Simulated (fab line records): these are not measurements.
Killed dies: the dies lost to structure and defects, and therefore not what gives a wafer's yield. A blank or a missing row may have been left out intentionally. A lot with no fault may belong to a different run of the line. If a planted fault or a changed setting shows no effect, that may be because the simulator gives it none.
Problem report in the 8D (eight disciplines) form, filled by code -- flow n5_finfet -- the parts of the form that need people (team, actions taken, sign-off) are left out

## 1. THE ISSUE
Mean M4_ILD_THK at N5_BEOL_M4_THK_MEAS_01: 55.4 nm over 4 wafers in 3 lots; fault-free wafers: 79.4 nm, standard deviation 1. Relative to the usual mean, that is a shift of -24 standard deviations.
First observed at day 10 17:18: wafer L902.5, on film_metro-02. The record holds 41 wafers of 15 lots with a number at this step. By rule, "out" or "out of limits" means more than 4 standard deviations away from the usual mean. All remaining wafers that have a number are taken as sound.

## 2. WHAT IT IS AND WHAT IT IS NOT
question,is,is not
which readings at this step,M4_ILD_THK,-
which lots,"L902, L903, L906","L889, L890, L891, L892, L893, L894, L895, L896, L897, L910, L911, L912"
which wafers of those lots,"L902.5, L903.1, L903.5, L906.1","L902.4, L906.6"
read on which gauges,"film_metro-01, film_metro-02",-
when,from day 10 17:18,"up to then (27 sound wafers); but 10 sound wafers of L906, L910, L911, L912 came after"

## 3. THE SUSPECTS, EACH WITH WHAT RULES IT OUT
Counting: any tool at a process step up to the reading remains a suspect provided it ran every lot that is out. Sound lots after the first of them don't rule it out here, since some wafers of a struck lot are sound.
- the gauge at N5_BEOL_M4_THK_MEAS_01 is ruled out. Those wafers that are out were read across 2 gauges (film_metro-01, film_metro-02).
- pecvd-03 at N5_BEOL_M4_ILD_DEP_00 (deposits SiOC from DEMS/O2, target thk 79 nm, time 15.3 s): kept. Every lot that is out went through it, the first being L902 (day 10 17:14); the last sound lot it ran before that was L897 (day 9 07:20).
- In pecvd-03 at N5_BEOL_M4_ILD_DEP_00, the wafers that are out were processed in chamber 0 and their sound lot-mates in chambers 1, 2.
Left after counting: pecvd-03 at N5_BEOL_M4_ILD_DEP_00.

## 4. THE CAUSE (what the simulator had put in)
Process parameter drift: pecvd-03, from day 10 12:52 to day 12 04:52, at N5_BEOL_M4_ILD_DEP_00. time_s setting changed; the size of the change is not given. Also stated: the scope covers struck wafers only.
The count eliminated every tool but this one.

## 5. THE EFFECT CHAIN, in route order
Each row: a reading where the mean over the struck wafers with a number is more than 3 standard deviations away from the usual. Only readings whose record carries a usual standard deviation are examined. hours: median over the lots of the time between each lot's start at the first step of this table that gives one and its start at this step. sigmas: the change, counted in usual standard deviations.
hours,step,reading,usual,on struck wafers,change,sigmas
0,N5_BEOL_M4_THK_MEAS_01,M4_ILD_THK,79.4 nm,55.4,-24.0,-24

## 6. WHAT WOULD HAVE CAUGHT IT SOONER
4 hours passed between the start of the fault at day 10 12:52 and the first reading out of limits at a measuring or inspecting step in this record, taken at day 10 17:18.
Tool readings at N5_BEOL_M4_ILD_DEP_00 with a usual standard deviation given in the record: none out on any struck wafer, hence no alarm at a limit of 4 standard deviations on them.
L903, L906, from the lots that are out (3), started N5_BEOL_M4_ILD_DEP_00 on pecvd-03 later than day 10 17:18. A hold on the tool at that time would have spared those 2.
